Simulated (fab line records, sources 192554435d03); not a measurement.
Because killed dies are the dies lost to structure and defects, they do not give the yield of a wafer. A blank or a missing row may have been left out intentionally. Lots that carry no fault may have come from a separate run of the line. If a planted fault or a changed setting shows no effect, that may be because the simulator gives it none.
Which tool did it? ; flow n5Finfet ; 11 lots with 33 wafers sampled at 2 steps, on a route of 1938 steps

## WHAT THE GAUGES SHOWED, per wafer
N5_BEOL_M8_OVL_MEAS_12. Usual: M8_OVL 0.0 nm, standard deviation 0.72.
lot;measured;on;M8_OVL (nm);flag
L262;day 9 22:23;overlay-01;0.1 0.0 -0.6;
L267;day 10 20:35;overlay-02;0.0 -0.1 -0.4;
L269;day 10 21:02;overlay-02;0.1 0.0 -0.1;
L270;day 11 07:15;overlay-02;-0.5 1.0 -0.6;
L273;day 12 08:41;overlay-01;0.1 0.8 0.9;
L274;day 12 11:38;overlay-01;1.7 0.7 -0.1;
L276;day 13 05:59;overlay-02;0.5 0.7 0.2;
L281;day 14 10:05;overlay-01;-0.8 -1.0 -0.6;
L280;day 14 15:13;overlay-01;-0.1 -0.1 1.0;
L282;day 14 21:01;overlay-01;0.9 0.3 1.5;
L283;day 15 07:45;overlay-01;1.0 1.0 -0.2;

## WHICH TOOL RAN EACH LOT (tool, then ch and the chambers of the sampled wafers, then the start)
lot;N5_BEOL_M8_HM_DEP_02
L262;pvdSputter-03, day 9 21:51
L267;pvdSputter-03, day 10 20:03
L269;pvdSputter-03, day 10 20:38
L270;pvdSputter-01, day 11 06:43
L273;pvdSputter-03, day 12 08:06
L274;pvdSputter-01, day 12 11:06
L276;pvdSputter-03, day 13 05:27
L281;pvdSputter-01, day 14 09:34
L280;pvdSputter-01, day 14 14:41
L282;pvdSputter-03, day 14 20:29
L283;pvdSputter-02, day 15 07:21
- N5_BEOL_M8_HM_DEP_02: deposits TiN, target thk 20 nm.

## AS READ BY THE TOOLS THEMSELVES (means over the sampled wafers that have a number; for cases with no such wafer, the mark the record gives instead)
N5_BEOL_M8_HM_DEP_02. Usual: throttleValvePct reads 30.1 % (standard deviation 0.64).
lot;tool;throttleValvePct (%);flag
L262;pvdSputter-03;30.8;
L267;pvdSputter-03;30.8;
L269;pvdSputter-03;29.8;
L270;pvdSputter-01;30.1;
L273;pvdSputter-03;30.1;
L274;pvdSputter-01;30.1;
L276;pvdSputter-03;29.5;
L281;pvdSputter-01;29.9;
L280;pvdSputter-01;30.2;
L282;pvdSputter-03;30.3;
L283;pvdSputter-02;29.6;

## THE ANSWER, worked out from the rows above alone
Rule: take the mean of a lot's wafers that have a number; if it is more than 3 standard deviations from the usual mean, the lot is off. Also off: a lot with no number at a reading for which 4 or more lots have one. Any other lot the step has rows for is counted as sound. After the gauges, taken in route order, come the tools' own readings; for these a lot's mean is taken, as printed above. The first step at which some lot is off is used, and at that step the reading that is off furthest; a lot without a number counts as furthest.
Nothing can be told from this: no lot is off at any reading shown.

## WHAT HAD BEEN PUT IN BY THE SIMULATOR
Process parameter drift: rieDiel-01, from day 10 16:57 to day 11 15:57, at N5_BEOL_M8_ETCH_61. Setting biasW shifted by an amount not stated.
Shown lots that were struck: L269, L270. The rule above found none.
